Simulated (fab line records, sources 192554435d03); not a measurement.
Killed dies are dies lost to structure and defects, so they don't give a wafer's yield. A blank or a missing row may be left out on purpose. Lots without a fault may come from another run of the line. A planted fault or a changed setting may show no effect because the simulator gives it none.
Chamber matching | flow n5_finfet | N5_FIN_CUT_STRIP_22 on rie_diel-03: 4 sister chambers
The step strips in N2/H2. 8 wafers are shown with their chamber, then 11 later ones without.

WAFERS WITH THEIR CHAMBER
wafer  | chamber | drypump_motor_current_A (A) | showerhead_plenum_p_Torr (Torr)
L078.2 | 1       | 6.6                         | 3.36
L078.5 | 1       | 6.6                         | 3.36
L082.4 | 2       | 5.7                         | 3.41
L085.5 | 3       | 6.6                         | 3.57
L086.1 | 0       | 6.1                         | 3.42
L086.3 | 2       | 5.8                         | 3.40
L086.6 | 0       | 6.1                         | 3.42
L087.2 | 3       | 6.6                         | 3.57

WAFERS WITHOUT THEIR CHAMBER
wafer  | drypump_motor_current_A (A) | showerhead_plenum_p_Torr (Torr)
L087.5 | 6.5                         | 3.57
L087.6 | 5.8                         | 3.40
L090.3 | 6.6                         | 3.34
L090.4 | 6.5                         | 3.57
L090.6 | 5.8                         | 3.40
L093.3 | 6.6                         | 3.34
L093.5 | 6.5                         | 3.56
L093.6 | 5.8                         | 3.40
L097.2 | 6.6                         | 3.34
L097.3 | 6.6                         | 3.56
L097.6 | 6.6                         | 3.34

WHICH CHAMBER EACH WENT THROUGH
wafer  | from the rows above | in truth
L087.5 | 3                   | 3
L087.6 | 2                   | 2
L090.3 | 1                   | 1
L090.4 | 3                   | 3
L090.6 | 2                   | 2
L093.3 | 1                   | 1
L093.5 | 3                   | 3
L093.6 | 2                   | 2
L097.2 | 1                   | 1
L097.3 | 3                   | 3
L097.6 | 1                   | 1
Placed correctly: 11 of 11. Can't be placed from these rows: 0. Placed wrongly: 0.
How it was worked out, from the rows above alone: a wafer's distance from a chamber is the root of the sum, over the readings, of the square of ((its reading less the chamber's mean) divided by the reading's scatter). The wafer belongs to the nearest chamber; if the next one is less than 2 further off, it can't be placed. A chamber's mean is the mean of its shown wafers. The scatter: the root of (the sum of the squares of (reading less its chamber's mean) over the shown wafers, divided by (wafers less chambers)).
